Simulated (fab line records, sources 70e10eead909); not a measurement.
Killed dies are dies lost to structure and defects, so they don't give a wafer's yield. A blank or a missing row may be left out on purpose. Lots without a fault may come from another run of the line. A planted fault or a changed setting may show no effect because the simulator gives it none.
fab line records | flow nand_harc
record lots=6 wafers=18 last_day=34
route steps=1302 shown A_CONTACT@1077 A_BLC@1107 END@1302
lots that met no fault: from a run of the same line without faults
start_h: hours from the record's first day to the start of the lot's first wafer shown | wait_h: hours since the lot's step before | " the same as in the row above | L1.1+2: a row that stands for several wafers | - no value, or no start given | * or withheld: withheld | < > ~ a bound
route shown NAME@n: a module of which the file shows steps, and the number in the route of the first | usual: mean/standard deviation of fault-free wafers | same: alike in all rows | chamber/n: place in a boat | sites: the reading at each site | _std_site: their standard deviation | _edge_site: outer sites' mean less inner sites' | radius_mm: how far each site lies from the wafer's centre | mask NAME#n: copy n | behind: the tool/chamber that last shaped the wafer | hold: why the lot was held/for how many hours/how that ended | device: the transistor (n, p or np) that didn't switch | end of line: the same wafers' tests at the end of the route | a step without rows: its recipe alone | killed: dies lost to structure and defects at the first sort, not the wafer's yield | map: a wafer's dies, x killed, . not, _ none there
set.NAME: the setting as run; set.NAME@STEP: as run at that earlier step | model.NAME: the simulator's own value behind a step, which no gauge read
lots at some steps of the route; a table a step, a row a wafer
services: from which hour (start_h, from the record's first day; less than 0 if before it) a tool's chamber was out of use, for how many hours, and why
## steps
# step NHARC_A_CONTACT_DEVELOP_07
# recipe develop_time_s=35 dev_temp_c=23
# step NHARC_A_CONTACT_CD_MEAS_08
# recipe target_cd_nm=200 landing_energy_ev=500
# usual cd_nm=199.7/0.65
# columns lot.wafer tool chamber start_h wait_h cd_nm
L208.3 cd_sem-03 0 534.84 - 200.3
L208.5 " 0 " " 200.3
L208.6 " 0 " " 200.2
L207.1 cd_sem-02 0 537.33 - 199.0
L207.4 " 0 " " 199.6
L207.6 " 0 " " 199.5
L220.1 cd_sem-02 0 643.84 - 200.7
L220.2 " 0 " " 199.8
L220.5 " 0 " " 201.0
L221.1 cd_sem-03 0 671.57 - 199.4
L221.4 " 0 " " 199.4
L221.5 " 0 " " 199.5
L227.3 cd_sem-03 0 736.45 - 199.2
L227.4 " 0 " " 198.9
L227.6 " 0 " " 199.7
L226.3 cd_sem-01 0 744.98 - 199.6
L226.4 " 0 " " 199.5
L226.6 " 0 " " 198.4
# step NHARC_A_CONTACT_OVL_MEAS_09
# usual overlay_x_nm=-0.1/0.87 overlay_y_nm=0.1/0.86
# columns lot.wafer tool chamber start_h wait_h overlay_x_nm overlay_y_nm
L208.3 overlay-01 - 534.92 - 0.3 0.5
L208.5 " - " " 0.2 0.4
L208.6 " - " " 0.4 0.4
L207.1 overlay-02 - 537.41 - -0.2 1.5
L207.4 " - " " 0.0 1.0
L207.6 " - " " -0.6 1.2
L220.1 overlay-02 - 643.93 - 0.3 1.3
L220.2 " - " " 0.2 0.9
L220.5 " - " " 0.5 1.4
L221.1 overlay-01 - 671.67 - 0.0 -0.7
L221.4 " - " " 0.1 -0.4
L221.5 " - " " 0.2 -0.8
L227.3 overlay-01 - 736.53 - -0.2 0.5
L227.4 " - " " -0.2 -0.3
L227.6 " - " " -0.4 -0.1
L226.3 overlay-02 - 745.06 - 1.9 1.1
L226.4 " - " " 2.2 0.6
L226.6 " - " " 1.8 0.8
# step NHARC_A_CONTACT_INSPECT_10
# usual raw_defect_count=91/30
# columns lot.wafer tool chamber start_h wait_h raw_defect_count
L208.3 defect_inspect-01 - 534.96 0.0 110
L208.5 " - " " 116
L208.6 " - " " 100
L207.1 defect_inspect-01 - 537.45 0.0 154
L207.4 " - " " 125
L207.6 " - " " 125
L220.1 defect_inspect-01 - 643.97 0.0 18
L220.2 " - " " 29
L220.5 " - " " 21
L221.1 defect_inspect-02 - 671.71 0.0 86
L221.4 " - " " 83
L221.5 " - " " 89
L227.3 defect_inspect-02 - 736.57 0.0 71
L227.4 " - " " 70
L227.6 " - " " 65
L226.3 defect_inspect-02 - 745.10 0.0 82
L226.4 " - " " 83
L226.6 " - " " 75
# step NHARC_A_CONTACT_DESCUM_13
# recipe time_s=3 o2_flow_sccm=200 ar_flow_sccm=0 bias_power_w=0 chemistry=O2
# usual drypump_motor_current_A=5.5/0.41 oes_product_au=0.999/0.0096 rf_vpp_V=57.8/0.94 showerhead_plenum_p_Torr=1.93/0.096 throttle_valve_pct=11.311/0.009
# columns lot.wafer tool chamber start_h wait_h drypump_motor_current_A oes_product_au rf_hours_counter_h rf_vpp_V showerhead_plenum_p_Torr throttle_valve_pct
L208.3 rie_diel-02 0 535.02 0.1 5.7 0.997 21 57.5 1.98 11.294
L208.6 " 0 " " 5.7 0.994 - 59.4 1.98 11.318
L208.5 " 3 " " 6.1 0.988 - 58.1 1.99 11.309
L207.4 rie_diel-11 0 537.54 0.1 5.7 1.002 26 58.5 2.07 11.307
L207.1 " 1 " " 5.7 0.995 35 57.5 1.83 11.319
L207.6 " 0 " " 5.7 0.985 - 57.3 2.07 11.308
L220.1 rie_diel-02 1 644.03 0.1 5.0 1.017 13 58.4 1.97 11.314
L220.2 " 2 " " 5.3 1.010 14 57.7 1.77 11.329
L220.5 " 2 " " 5.3 1.001 - 56.7 1.77 11.315
L221.1 rie_diel-11 0 671.77 0.1 5.7 1.002 17 57.4 2.05 11.314
L221.4 " 1 " " 5.7 1.010 15 57.5 1.82 11.315
L221.5 " 1 " " 5.7 1.003 - 56.8 1.82 11.308
L227.3 rie_diel-02 2 736.63 0.1 5.3 0.997 30 56.6 1.77 11.311
L227.4 " 3 " " 6.1 0.987 27 56.5 1.98 11.317
L227.6 " 2 " " 5.3 0.997 - 57.4 1.76 11.320
L226.3 rie_diel-02 2 745.16 0.1 5.3 1.005 31 56.5 1.76 11.310
L226.4 " 3 " " 6.1 0.980 29 58.4 1.98 11.311
L226.6 " 2 " " 5.3 0.998 - 58.0 1.76 11.304
# step NHARC_A_CONTACT_ETCH_88
# recipe target_depth_a=390 over_etch_frac=0.3 time_s=65 ion_energy_ev=80 cf4_flow_sccm=150 ar_flow_sccm=0 rf_w=300 bias_w=100 chemistry=CF4
# step NHARC_A_CONTACT_ETCH_89
# recipe target_depth_a=2600 over_etch_frac=0.3 time_s=475.3 ion_energy_ev=200 n2_flow_sccm=150 h2_flow_sccm=150 ar_flow_sccm=0 rf_w=400 bias_w=150 chemistry=N2/H2
# usual drypump_motor_current_A=5.5/0.41 oes_product_au=1.000/0.0097 rf_vpp_V=431.2/2.9 showerhead_plenum_p_Torr=2.06/0.1 throttle_valve_pct=14.172/0.0092
# columns lot.wafer tool chamber start_h wait_h drypump_motor_current_A oes_product_au rf_hours_counter_h rf_vpp_V showerhead_plenum_p_Torr throttle_valve_pct
L208.3 rie_diel-02 3 - - 6.1 0.994 23 432.6 2.12 14.163
L208.6 " 1 " " 5.0 1.018 - 433.7 2.11 14.170
L208.5 " 0 " " 5.7 0.985 - 430.6 2.11 14.165
L207.1 rie_diel-11 2 - - 5.8 0.995 35 433.1 2.15 14.150
L207.4 " 3 " " 5.2 0.990 37 432.1 2.17 14.177
L207.6 " 3 " " 5.2 0.992 - 433.5 2.17 14.174
L220.1 rie_diel-02 3 - - 6.1 0.997 11 432.2 2.12 14.168
L220.2 " 1 " " 5.0 1.007 13 432.9 2.10 14.164
L220.5 " 2 " " 5.3 1.010 - 424.5 1.88 14.175
L221.1 rie_diel-11 3 - - 5.2 0.994 16 432.6 2.15 14.180
L221.4 " 2 " " 5.8 1.008 14 433.3 2.13 14.173
L221.5 " 3 " " 5.2 0.994 - 433.1 2.15 14.155
L227.3 rie_diel-02 2 - - 5.3 0.998 30 425.1 1.88 14.172
L227.4 " 3 " " 6.1 0.991 27 434.0 2.11 14.159
L227.6 " 2 " " 5.3 0.999 - 425.6 1.88 14.176
L226.3 rie_diel-02 1 - - 5.0 1.000 29 433.8 2.09 14.155
L226.4 " 2 " " 5.3 0.995 32 425.3 1.88 14.177
L226.6 " 2 " " 5.3 0.997 - 426.0 1.88 14.184
# step NHARC_A_CONTACT_ETCH_30
# recipe target_depth_a=726 time_s=36.3 cf4_flow_sccm=100 chf3_flow_sccm=30 ar_flow_sccm=0 rf_w=500 bias_w=200 chemistry=CF4/CHF3
# step NHARC_A_CONTACT_ETCH_31
# recipe target_depth_a=28000 over_etch_frac=0.3 time_s=728 ion_energy_ev=150 o2_flow_sccm=400 cos_flow_sccm=20 ar_flow_sccm=0 rf_w=500 bias_w=300 chemistry=O2/COS
# step NHARC_A_CONTACT_ETCH_134
# recipe source_w=withheld pressure_mtorr=20 bias_v=withheld time_s=140 target_depth_a=7000 ar_flow_sccm=withheld c4f8_flow_sccm=withheld o2_flow_sccm=withheld chemistry=C4F8/O2/Ar
# step NHARC_A_CONTACT_ETCH_135
# recipe source_w=withheld pressure_mtorr=20 bias_v=1200 time_s=311 target_depth_a=19120 ar_flow_sccm=withheld c4f8_flow_sccm=withheld o2_flow_sccm=withheld chemistry=C4F8/O2/Ar
# step NHARC_A_CONTACT_ETCH_136
# recipe source_w=withheld pressure_mtorr=20 bias_v=1200 time_s=311 target_depth_a=19120 ar_flow_sccm=withheld c4f8_flow_sccm=withheld o2_flow_sccm=withheld chemistry=C4F8/O2/Ar
# step NHARC_A_CONTACT_ETCH_137
# recipe source_w=withheld pressure_mtorr=20 bias_v=1200 time_s=311 target_depth_a=19120 ar_flow_sccm=withheld c4f8_flow_sccm=withheld o2_flow_sccm=withheld chemistry=C4F8/O2/Ar
# columns lot.wafer tool chamber start_h wait_h rf_hours_counter_h
L208.3 har_cap_etch-03 0 537.24 0.2 -
L208.5 " 1 " " -
L208.6 " 0 " " -
L207.1 har_cap_etch-02 0 539.62 0.2 92
L207.4 " 0 " " -
L207.6 " 1 " " -
L220.2 har_cap_etch-03 0 645.90 0.2 69
L220.1 " 1 " " 69
L220.5 " 1 " " -
L221.1 har_cap_etch-03 1 673.77 0.2 72
L221.4 " 1 " " -
L221.5 " 0 " " -
L227.4 har_cap_etch-02 0 738.59 0.2 -
L227.3 " 1 " " -
L227.6 " 0 " " -
L226.4 har_cap_etch-01 0 747.12 0.2 -
L226.3 " 1 " " -
L226.6 " 1 " " -
# step NHARC_A_CONTACT_ETCH_138
# recipe source_w=withheld pressure_mtorr=20 bias_v=1200 time_s=311 target_depth_a=19140 ar_flow_sccm=withheld c4f8_flow_sccm=withheld o2_flow_sccm=withheld chemistry=C4F8/O2/Ar
# step NHARC_A_CONTACT_ETCH_139
# recipe source_w=withheld pressure_mtorr=20 bias_v=400 time_s=195 target_depth_a=8400 ar_flow_sccm=withheld c4f8_flow_sccm=11.5 o2_flow_sccm=7.2 chemistry=C4F8/O2/Ar
# columns lot.wafer tool chamber start_h wait_h rf_hours_counter_h
L208.3 har_cap_etch-03 0 537.79 0.2 -
L208.5 " 1 " " -
L208.6 " 0 " " -
L207.1 har_cap_etch-02 0 540.16 0.2 92
L207.4 " 0 " " -
L207.6 " 1 " " -
L220.2 har_cap_etch-03 0 646.45 0.2 69
L220.1 " 1 " " 69
L220.5 " 1 " " -
L221.1 har_cap_etch-03 1 674.31 0.2 72
L221.4 " 1 " " -
L221.5 " 0 " " -
L227.4 har_cap_etch-02 0 739.14 0.2 -
L227.3 " 1 " " -
L227.6 " 0 " " -
L226.4 har_cap_etch-01 0 747.66 0.2 -
L226.3 " 1 " " -
L226.6 " 1 " " -
# step NHARC_A_CONTACT_ETCH_92
# recipe target_depth_a=400 over_etch_frac=0.5 time_s=85.7 ion_energy_ev=120 ch3f_flow_sccm=50 o2_flow_sccm=30 ar_flow_sccm=200 rf_w=500 bias_w=100 chemistry=CH3F/O2
# usual drypump_motor_current_A=5.5/0.42 oes_product_au=0.935/0.022 rf_vpp_V=244.7/1.7 showerhead_plenum_p_Torr=2.49/0.11 throttle_valve_pct=20.663/0.0089
# columns lot.wafer tool chamber start_h wait_h drypump_motor_current_A oes_product_au rf_hours_counter_h rf_vpp_V showerhead_plenum_p_Torr throttle_valve_pct
L208.3 rie_diel-02 1 538.21 0.4 5.0 0.949 24 244.8 2.53 20.652
L208.5 " 1 " " 5.0 0.945 - 245.7 2.53 20.666
L208.6 " 0 " " 5.7 0.922 - 245.8 2.54 20.651
L207.1 rie_diel-02 2 540.71 0.5 5.3 0.928 25 242.2 2.29 20.659
L207.4 " 3 " " 6.1 0.922 25 245.2 2.55 20.657
L207.6 " 1 " " 5.0 0.951 - 245.0 2.53 20.675
L220.1 rie_diel-02 1 647.04 0.5 5.0 0.936 13 245.7 2.53 20.646
L220.2 " 2 " " 5.3 0.931 15 241.4 2.28 20.664
L220.5 " 3 " " 6.1 0.929 - 245.6 2.54 20.673
L221.1 rie_diel-04 2 674.84 0.5 5.3 0.989 35 246.1 2.65 20.661
L221.4 " 3 " " 5.2 0.995 39 242.5 2.29 20.671
L221.5 " 1 " " 5.0 1.001 - 244.4 2.51 20.665
L227.4 rie_diel-02 3 739.61 0.4 6.0 0.913 28 244.9 2.54 20.642
L227.3 " 2 " " 5.3 0.928 30 242.8 2.27 20.669
L227.6 " 0 " " 5.7 0.934 - 244.8 2.53 20.661
L226.3 rie_diel-04 0 748.13 0.4 6.3 0.944 7 243.1 2.45 20.664
L226.4 " 1 " " 5.0 0.944 7 244.3 2.50 20.662
L226.6 " 1 " " 5.0 0.941 - 245.5 2.50 20.663
# step NHARC_A_CONTACT_ETCH_98
# recipe target_depth_a=200 over_etch_frac=0.5 time_s=10 ion_energy_ev=250 c4f6_flow_sccm=25 o2_flow_sccm=20 ar_flow_sccm=500 rf_w=600 bias_w=500 chemistry=C4F6/O2
# usual drypump_motor_current_A=5.5/0.42 oes_product_au=0.955/0.019 rf_vpp_V=548/3.8 showerhead_plenum_p_Torr=3.96/0.18 throttle_valve_pct=26.904/0.0096
# columns lot.wafer tool chamber start_h wait_h drypump_motor_current_A oes_product_au rf_hours_counter_h rf_vpp_V showerhead_plenum_p_Torr throttle_valve_pct
L208.3 rie_diel-02 3 538.39 0.2 6.1 0.957 24 550 4.06 26.913
L208.5 " 0 " " 5.7 0.961 - 548 4.05 26.925
L208.6 " 1 " " 5.0 0.972 - 548 4.03 26.920
L207.1 rie_diel-02 3 - - 6.1 0.925 25 550 4.06 26.902
L207.4 " 0 " " 5.7 0.948 23 550 4.05 26.899
L207.6 " 2 " " 5.3 0.931 - 542 3.66 26.900
L220.2 rie_diel-02 2 - - 5.3 0.944 15 541 3.65 26.906
L220.1 " 1 " " 5.0 0.954 13 550 4.02 26.906
L220.5 " 3 " " 6.1 0.951 - 550 4.05 26.902
L221.1 rie_diel-04 3 - - 5.2 1.002 39 541 3.67 26.904
L221.4 " 2 " " 5.3 0.987 35 552 4.20 26.907
L221.5 " 3 " " 5.2 1.005 - 541 3.67 26.915
L227.3 rie_diel-02 2 - - 5.3 0.933 30 542 3.65 26.912
L227.4 " 0 " " 5.7 0.950 29 549 4.03 26.886
L227.6 " 2 " " 5.3 0.931 - 541 3.65 26.913
L226.3 rie_diel-04 3 - - 5.2 0.939 7 540 3.66 26.924
L226.4 " 0 " " 6.3 0.961 7 547 3.91 26.896
L226.6 " 2 " " 5.3 0.932 - 552 4.19 26.904
# step NHARC_A_CONTACT_CD_MEAS_15
# usual cd_nm=189.9/0.47
# columns lot.wafer tool chamber start_h wait_h cd_nm
L208.3 cd_sem-03 - 538.48 - 189.7
L208.5 " - " " 189.8
L208.6 " - " " 189.9
L207.1 cd_sem-01 - 540.89 - 189.8
L207.4 " - " " 188.6
L207.6 " - " " 189.1
L220.1 cd_sem-01 - 647.23 - 189.9
L220.2 " - " " 190.3
L220.5 " - " " 190.1
L221.1 cd_sem-01 - 675.04 - 191.0
L221.4 " - " " 191.3
L221.5 " - " " 190.2
L227.3 cd_sem-03 - 739.84 - 189.8
L227.4 " - " " 190.3
L227.6 " - " " 189.5
L226.3 cd_sem-01 - 748.35 - 189.5
L226.4 " - " " 189.7
L226.6 " - " " 189.4
# step NHARC_A_CONTACT_STRIP_107
# recipe n2_flow_sccm=150 h2_flow_sccm=150 ar_flow_sccm=0 bias_w=0 chemistry=N2/H2
# step NHARC_A_CONTACT_STRIP_108
# recipe cf4_flow_sccm=100 chf3_flow_sccm=30 ar_flow_sccm=0 bias_w=0 chemistry=CF4/CHF3
# step NHARC_A_CONTACT_STRIP_109
# recipe o2_flow_sccm=400 cos_flow_sccm=20 ar_flow_sccm=0 bias_w=0 chemistry=O2/COS
# step NHARC_A_CONTACT_ETCH_110
# recipe target_depth_a=600 overetch_a=60 time_s=33 ion_energy_ev=100 cf4_flow_sccm=80 o2_flow_sccm=20 ar_flow_sccm=0 rf_w=300 bias_w=100 chemistry=CF4/O2
# step NHARC_A_CONTACT_STRIP_26
# recipe o2_flow_sccm=500 ar_flow_sccm=0 bias_w=0 chemistry=O2
# step NHARC_A_CONTACT_STRIP_27
# recipe time_s=600 temp_c=30 chemistry=post_etch_residue_remover
# step NHARC_A_CONTACT_ALD_18
# recipe target_thk_a=30 pulse_time_s=1 ald_cycles=150 temp_c=450 material=TiN
# step NHARC_A_CONTACT_CVD_19
# recipe target_thk_a=3000 temp_c=300 pressure_torr=40 wf6_flow_sccm=40 h2_flow_sccm=1600 ar_flow_sccm=1560 time_s=802 material=W
# step NHARC_A_CONTACT_CMP_20
# recipe t_overpolish_s=30 target_thk_nm=300
# step NHARC_A_CONTACT_SRD_22
# step NHARC_A_BLC_DEHYDRATE_00
# recipe temp_c=150 time_s=120
# step NHARC_A_BLC_HMDS_01
# recipe time_s=30
# step NHARC_A_BLC_COAT_02
# recipe temp_c=260 time_s=75
# step NHARC_A_BLC_COAT_03
# recipe temp_c=225 time_s=65
# step NHARC_A_BLC_COAT_04
# recipe spin_rpm=1500 resist_thk_nm=90
# step NHARC_A_BLC_SOFTBAKE_05
# recipe temp_c=105 time_s=55
# step NHARC_A_BLC_EBR_06
# step NHARC_A_BLC_EXPOSE_07
# recipe na=1.35 target_cd_nm=100 dose_mj=67.97 mask_id=A_BLC
# step NHARC_A_BLC_PEB_08
# recipe peb_temp_c=100 peb_time_s=65
# step NHARC_A_BLC_DEVELOP_09
# recipe develop_time_s=35 dev_temp_c=23
# step NHARC_A_BLC_CD_MEAS_10
# recipe target_cd_nm=100 landing_energy_ev=500
# usual cd_nm=100.1/0.61
# columns lot.wafer tool chamber start_h wait_h cd_nm
L208.3 cd_sem-02 0 542.23 - 99.7
L208.5 " 0 " " 100.1
L208.6 " 0 " " 100.3
L207.1 cd_sem-03 0 543.84 - 99.9
L207.4 " 0 " " 99.9
L207.6 " 0 " " 99.8
L220.1 cd_sem-01 0 650.08 - 99.8
L220.2 " 0 " " 101.4
L220.5 " 0 " " 100.0
L221.1 cd_sem-01 0 677.99 - 100.9
L221.4 " 0 " " 100.8
L221.5 " 0 " " 101.0
L227.3 cd_sem-03 0 742.78 - 100.4
L227.4 " 0 " " 99.9
L227.6 " 0 " " 100.1
L226.3 cd_sem-01 0 751.30 - 100.7
L226.4 " 0 " " 100.8
L226.6 " 0 " " 99.9
# step NHARC_A_BLC_OVL_MEAS_11
# usual overlay_x_nm=0.1/0.75 overlay_y_nm=0.2/0.97
# columns lot.wafer tool chamber start_h wait_h overlay_x_nm overlay_y_nm
L208.3 overlay-02 - 542.31 - -0.3 0.0
L208.5 " - " " -0.7 0.1
L208.6 " - " " -0.3 -0.1
L207.1 overlay-02 - 543.92 - -0.3 0.0
L207.4 " - " " -0.6 0.1
L207.6 " - " " -0.4 0.0
L220.1 overlay-01 - 650.17 - -0.2 0.7
L220.2 " - " " -0.4 1.0
L220.5 " - " " -0.7 1.4
L221.1 overlay-01 - 678.08 - 1.9 0.9
L221.4 " - " " 1.5 1.6
L221.5 " - " " 1.4 1.0
L227.3 overlay-01 - 742.86 - -0.5 1.9
L227.4 " - " " -0.2 1.3
L227.6 " - " " -0.2 2.4
L226.3 overlay-02 - 751.39 - 0.3 -0.9
L226.4 " - " " 1.2 -0.5
L226.6 " - " " 1.1 -0.4
# step NHARC_END_SORT_01
# recipe temp_c=25
# usual killed_at_array=52/17 killed_at_other=0.9/1.2 killed_at_periphery=3.9/2.7 killed_dies=57/16 killed_open=3.3/1.9 killed_short=2.5/1.5
# same gross_dies=677
# columns lot.wafer tool chamber start_h wait_h killed_at_array killed_at_other killed_at_periphery killed_dies killed_open killed_short
L220.1 prober-02 0 696.18 2.5 120 0 5 125 5 1
L220.5 prober-02 0 699.36 3.7 130 0 3 133 1 3
L221.1 prober-02 0 720.82 2.5 137 0 4 141 1 2
L221.4 prober-02 0 723.25 3.5 140 1 4 145 6 5
# killed by level:class
L220.1 A_CONTACT:unspecified=105 A_CHANNEL_HOLE_D1:chamber_film_flake=4 P_BONDPAD:chamber_film_flake=2 A_CHANNEL_FILL_D1:chamber_film_flake=2 A_SLIT:chamber_film_flake=2 P_CONTACT:geometric_particle:open=1 P_ZERO_WELL:chamber_film_flake=1 A_CHANNEL_HOLE_D2:geometric_particle:open=1
L220.5 A_CONTACT:unspecified=113 A_CHANNEL_HOLE_D1:chamber_film_flake=5 A_STAIRCASE:chamber_film_flake=2 A_WL_FILL:chamber_film_flake=2 A_CHANNEL_HOLE_D1:geometric_particle:short=1 A_CHANNEL_FILL_D1:geometric_particle:short=1 A_CHANNEL_HOLE_D2:geometric_particle:short=1 A_BLC:geometric_particle:open=1
L221.1 A_CONTACT:unspecified=105 A_SLIT:chamber_film_flake=12 A_CHANNEL_HOLE_D1:chamber_film_flake=11 A_STAIRCASE:chamber_film_flake=5 P_BONDPAD:chamber_film_flake=3 A_CHANNEL_HOLE_D1:geometric_particle:short=1 A_WL_FILL:geometric_particle:short=1 A_WL_FILL:geometric_particle:open=1
L221.4 A_CONTACT:unspecified=110 A_SLIT:chamber_film_flake=15 A_BLC:geometric_particle:open=2 A_ZERO_WELL:chamber_film_flake=2 A_STAIRCASE:chamber_film_flake=2 P_ZERO_WELL:geometric_particle:short=1 P_M0:geometric_particle:open=1 P_M1:geometric_particle:open=1
# map L220.5 (x killed, . not)
____________.____________
_________.....xx_________
_______...x...xxx._______
______...........x.______
_____..............._____
____.................____
____.................____
___...........x....x..___
___...................___
__.....................__
__...............x.....__
_......................._
_....................x.._
_......................._
_.......x..............._
_......................._
....xx.................x.
...xxxxx................x
....xxxxx.xx.............
...xxxxxxxx..............
..xxxxxxxxxx.............
_.xxxxxxxxxx............_
_..xxxxxxxxx............_
_.xxxxxxxxx............._
_..xxxxxxxxx............_
_xxxxxxxxxx.....x......._
__xxxxxxxxx.x..........__
__x.xxxxxxx............__
___xxxxxxxx...........___
___..xxxx.x........x..___
____.xxx..x..........____
____...x.............____
_____..............._____
______........x....______
_______x.........._______
_________......._________
____________.____________
# map L221.4 (x killed, . not)
____________.____________
_________....xxx_________
_______......x.xxx_______
______.....x...xxxx______
_____........x..xx.x_____
____.............x...____
____.................____
___....x...........x..___
___x..x...............___
__.....................__
__.....................__
_.x....................._
_......................._
_......................._
_.......x..............._
_......................._
......xx.................
.....xx.xx.......x.......
..xxx.xxxx.x.............
...xxxxxxx............x..
..xxxxxxxxx...........x..
_xxxxxxxxxx....x........_
_..xxxxxxxxx............_
_.xxxxxxxxxx.x.........._
_x.xxxxxxxxxx..........._
_.xxxxxxxxx..x.........._
__xxxxxxxxx............__
__.xxxxxxxx.x..........__
___.xxxxxxx...........___
___..xxxxx............___
____..xxx...x........____
____.x...............____
_____..............._____
______.............______
_______....x......_______
_________......._________
____________x____________
## services
# columns tool chamber start_h hours kind
rie_diel-02 0 525.49 - clean
rie_diel-02 1 525.49 - clean
rie_diel-02 2 525.49 - clean
rie_diel-02 3 525.49 - clean
rie_diel-04 - 534.05 9.0 pm
rie_diel-02 0 549.99 - clean
rie_diel-02 1 549.99 - clean
rie_diel-02 2 549.99 - clean
rie_diel-02 3 549.99 - clean
rie_diel-02 3 551.85 5.3 repair
rie_diel-11 1 555.45 7.7 repair
rie_diel-02 - 557.88 4.4 repair
rie_diel-11 0 560.67 3.8 repair
rie_diel-02 - 570.94 9.0 pm
rie_diel-02 0 570.94 9.0 vent_cycle
rie_diel-02 1 570.94 9.0 vent_cycle
rie_diel-02 2 570.94 9.0 vent_cycle
rie_diel-04 2 576.56 16.1 repair
rie_diel-04 3 579.03 10.9 repair
rie_diel-11 - 613.41 9.0 pm
har_cap_etch-03 - 636.97 0.3 repair
rie_diel-04 - 711.43 9.0 pm
rie_diel-11 2 741.46 9.6 repair
rie_diel-02 - 747.94 9.0 pm
## key
first_sign step=NHARC_END_SORT_01 reading=killed_dies direction=up sigmas=4.9 usual=57 struck=136
effect step=NHARC_END_SORT_01 reading=killed_at_array direction=up sigmas=4.8 usual=52 struck=132
more_kills_born_at NHARC_A_CONTACT_ETCH_137@har_cap_etch-03=426
met_at NHARC_A_CONTACT_ETCH_137
struck_wafers L220.1,L220.5,L221.1,L221.4
tester_left_out L220,L221
onset_between 537.24 645.90
fault kind=chamber_particle_source tool=har_cap_etch-03 chamber=1 onset_h=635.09 steps=NHARC_A_CONTACT_ETCH_137 rate_per_visit_cm2=2.0999 end_h=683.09
# tester_left_out: of these lots the tester's yield and bins aren't shown, on N5 and GAA mostly nor the transistor test; their killed dies are dies lost to structure and defects alone, not to doping, threshold or leakage, so they don't give the yield
